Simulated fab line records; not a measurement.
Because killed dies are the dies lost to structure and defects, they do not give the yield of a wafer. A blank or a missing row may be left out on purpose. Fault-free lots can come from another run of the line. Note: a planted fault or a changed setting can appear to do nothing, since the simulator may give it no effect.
Matching of chambers / flow nand harc / NHARC_A_STAIRCASE_STRIP_476 on rie diel-03: 4 sister chambers
The step strips in O2, time 20 s. 22 wafers are shown with their chamber, then 11 later ones without.

WAFERS, EACH WITH ITS CHAMBER
wafer=L075.1; chamber=3; showerhead plenum p Torr (Torr)=3.67; drypump motor current A (A)=5.9; rf vpp V (V)=59.2
wafer=L075.4; chamber=0; showerhead plenum p Torr (Torr)=3.34; drypump motor current A (A)=6.0; rf vpp V (V)=57.5
wafer=L075.6; chamber=3; showerhead plenum p Torr (Torr)=3.67; drypump motor current A (A)=5.9; rf vpp V (V)=56.4
wafer=L074.1; chamber=1; showerhead plenum p Torr (Torr)=3.37; drypump motor current A (A)=5.7; rf vpp V (V)=58.8
wafer=L074.2; chamber=3; showerhead plenum p Torr (Torr)=3.66; drypump motor current A (A)=5.9; rf vpp V (V)=57.9
wafer=L074.5; chamber=1; showerhead plenum p Torr (Torr)=3.37; drypump motor current A (A)=5.7; rf vpp V (V)=57.0
wafer=L081.1; chamber=0; showerhead plenum p Torr (Torr)=3.33; drypump motor current A (A)=6.0; rf vpp V (V)=58.1
wafer=L081.3; chamber=3; showerhead plenum p Torr (Torr)=3.66; drypump motor current A (A)=5.9; rf vpp V (V)=57.0
wafer=L081.5; chamber=0; showerhead plenum p Torr (Torr)=3.33; drypump motor current A (A)=6.0; rf vpp V (V)=56.7
wafer=L082.2; chamber=0; showerhead plenum p Torr (Torr)=3.33; drypump motor current A (A)=6.0; rf vpp V (V)=56.4
wafer=L082.4; chamber=2; showerhead plenum p Torr (Torr)=3.66; drypump motor current A (A)=5.4; rf vpp V (V)=58.7
wafer=L082.5; chamber=1; showerhead plenum p Torr (Torr)=3.36; drypump motor current A (A)=5.7; rf vpp V (V)=57.1
wafer=L084.1; chamber=0; showerhead plenum p Torr (Torr)=3.32; drypump motor current A (A)=6.0; rf vpp V (V)=57.7
wafer=L084.4; chamber=2; showerhead plenum p Torr (Torr)=3.66; drypump motor current A (A)=5.4; rf vpp V (V)=58.6
wafer=L084.6; chamber=2; showerhead plenum p Torr (Torr)=3.66; drypump motor current A (A)=5.4; rf vpp V (V)=58.7
wafer=L086.1; chamber=1; showerhead plenum p Torr (Torr)=3.36; drypump motor current A (A)=5.8; rf vpp V (V)=57.5
wafer=L086.2; chamber=3; showerhead plenum p Torr (Torr)=3.65; drypump motor current A (A)=5.9; rf vpp V (V)=57.1
wafer=L086.5; chamber=0; showerhead plenum p Torr (Torr)=3.32; drypump motor current A (A)=5.9; rf vpp V (V)=58.0
wafer=L087.2; chamber=0; showerhead plenum p Torr (Torr)=3.32; drypump motor current A (A)=6.0; rf vpp V (V)=56.9
wafer=L087.5; chamber=3; showerhead plenum p Torr (Torr)=3.65; drypump motor current A (A)=5.9; rf vpp V (V)=58.0
wafer=L087.6; chamber=0; showerhead plenum p Torr (Torr)=3.32; drypump motor current A (A)=6.0; rf vpp V (V)=55.8
wafer=L085.1; chamber=3; showerhead plenum p Torr (Torr)=3.65; drypump motor current A (A)=5.9; rf vpp V (V)=57.9

SIGNATURES, as means of the wafers listed above
reading=showerhead plenum p Torr; chamber 0=3.3262; chamber 1=3.3650; chamber 2=3.6600; chamber 3=3.6586; scatter within a chamber=0.00735
reading=drypump motor current A; chamber 0=5.987; chamber 1=5.725; chamber 2=5.400; chamber 3=5.900; scatter within a chamber=0.03
reading=rf vpp V; chamber 0=57.138; chamber 1=57.600; chamber 2=58.667; chamber 3=57.643; scatter within a chamber=0.806
Rule: for a wafer and a chamber, the distance is found by dividing, reading by reading, the gap between the wafer's reading and the chamber's mean by the reading's scatter, squaring, summing and taking the root. If the next closest chamber is less than 2 further off than the closest, the wafer can't be placed; otherwise it belongs to the closest. The scatter: take each reading less its chamber's mean, square it, sum over the shown wafers, divide by the number of wafers less the number of chambers, and take the root.

WAFERS WITH NO CHAMBER GIVEN
wafer=L085.2; showerhead plenum p Torr (Torr)=3.66; drypump motor current A (A)=5.4; rf vpp V (V)=58.0
wafer=L085.5; showerhead plenum p Torr (Torr)=3.66; drypump motor current A (A)=5.4; rf vpp V (V)=58.4
wafer=L088.3; showerhead plenum p Torr (Torr)=3.65; drypump motor current A (A)=5.9; rf vpp V (V)=57.7
wafer=L088.5; showerhead plenum p Torr (Torr)=3.65; drypump motor current A (A)=5.9; rf vpp V (V)=57.8
wafer=L088.6; showerhead plenum p Torr (Torr)=3.65; drypump motor current A (A)=5.4; rf vpp V (V)=59.1
wafer=L092.1; showerhead plenum p Torr (Torr)=3.31; drypump motor current A (A)=6.0; rf vpp V (V)=56.3
wafer=L092.4; showerhead plenum p Torr (Torr)=3.64; drypump motor current A (A)=5.9; rf vpp V (V)=58.5
wafer=L092.6; showerhead plenum p Torr (Torr)=3.31; drypump motor current A (A)=6.0; rf vpp V (V)=57.5
wafer=L096.1; showerhead plenum p Torr (Torr)=3.31; drypump motor current A (A)=6.0; rf vpp V (V)=57.2
wafer=L096.4; showerhead plenum p Torr (Torr)=3.35; drypump motor current A (A)=5.7; rf vpp V (V)=57.0
wafer=L096.6; showerhead plenum p Torr (Torr)=3.64; drypump motor current A (A)=5.4; rf vpp V (V)=58.6

EACH ONE'S CHAMBER
wafer=L085.2; from the rows above=2; in truth=2
wafer=L085.5; from the rows above=2; in truth=2
wafer=L088.3; from the rows above=3; in truth=3
wafer=L088.5; from the rows above=3; in truth=3
wafer=L088.6; from the rows above=2; in truth=2
wafer=L092.1; from the rows above=0; in truth=0
wafer=L092.4; from the rows above=3; in truth=3
wafer=L092.6; from the rows above=0; in truth=0
wafer=L096.1; from the rows above=0; in truth=0
wafer=L096.4; from the rows above=1; in truth=1
wafer=L096.6; from the rows above=2; in truth=2
Placed correctly: 11 of 11. Number that these rows cannot place: 0. Placed wrongly: 0.
